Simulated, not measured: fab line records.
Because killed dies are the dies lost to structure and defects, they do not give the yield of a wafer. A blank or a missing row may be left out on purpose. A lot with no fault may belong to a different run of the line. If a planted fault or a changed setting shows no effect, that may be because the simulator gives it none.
Which tool was responsible?	flow n5_finfet	11 lots with 33 wafers sampled at 2 steps, on a route of 1938 steps

WHAT EACH GAUGE READ, for each wafer
N5_BEOL_M5_CD_MEAS_35: target cd 28 nm, target cd y 24 nm.
lot	measured	on	cd_nm (nm)
L076	day 8 13:20	cd_sem-03	27.9 27.2 28.0
L078	day 9 06:29	cd_sem-03	27.8 27.7 27.9
L080	day 9 10:57	cd_sem-02	28.5 27.6 28.3
L082	day 10 06:16	cd_sem-02	28.5 28.3 28.1
L084	day 10 18:32	cd_sem-02	27.9 28.4 27.5
L088	day 11 12:11	cd_sem-03	28.0 27.8 28.2
L087	day 11 18:19	cd_sem-01	28.2 27.2 28.0
L091	day 12 02:53	cd_sem-02	28.2 28.0 27.8
L092	day 13 13:57	cd_sem-03	28.3 28.4 28.6
L094	day 13 17:12	cd_sem-02	27.6 27.3 28.4
L096	day 14 14:22	cd_sem-03	27.5 28.2 28.0

WHAT TOOL EACH LOT RAN ON (gives the tool, then ch and the chambers of the sampled wafers, and finally the start)
lot	N5_BEOL_M5_STRIP_91
L076	rie_diel-06 ch 0,3, day 8 13:20 or earlier
L078	rie_diel-02 ch 0,2, day 9 06:29 or earlier
L080	rie_diel-04 ch 0,1, day 9 10:57 or earlier
L082	rie_diel-04 ch 2,3, day 10 06:16 or earlier
L084	rie_diel-04 ch 2,3, day 10 18:32 or earlier
L088	rie_diel-06 ch 0,1,2, day 11 12:11 or earlier
L087	rie_diel-04 ch 2,3, day 11 18:19 or earlier
L091	rie_diel-02 ch 0,2,3, day 12 02:53 or earlier
L092	rie_diel-06 ch 1,2, day 13 13:57 or earlier
L094	rie_diel-06 ch 0,1,2, day 13 17:12 or earlier
L096	rie_diel-06 ch 0,2,3, day 14 14:22 or earlier
- N5_BEOL_M5_STRIP_91: strips in N2/H2, time 10 s.

THE ANSWER, worked out from the rows above alone
Rule: the usual values come from the lots themselves. Put in order of their means at a reading, lots are off if they are a third of the lots or fewer, leave a main group of 4 or more, and stand apart from it by a gap of 3 or more times the standard deviation of the main group's means; of several such gaps the widest counts. A main group whose means are all the same, to the digits that the tables above print for the reading, isn't used. Also off: a lot with no number at a reading for which 4 or more lots have one. Any other lot the step has rows for is counted as sound.
No lot is off at any reading shown: from this, nothing can be told.

WHAT THE SIMULATOR HAD PUT IN
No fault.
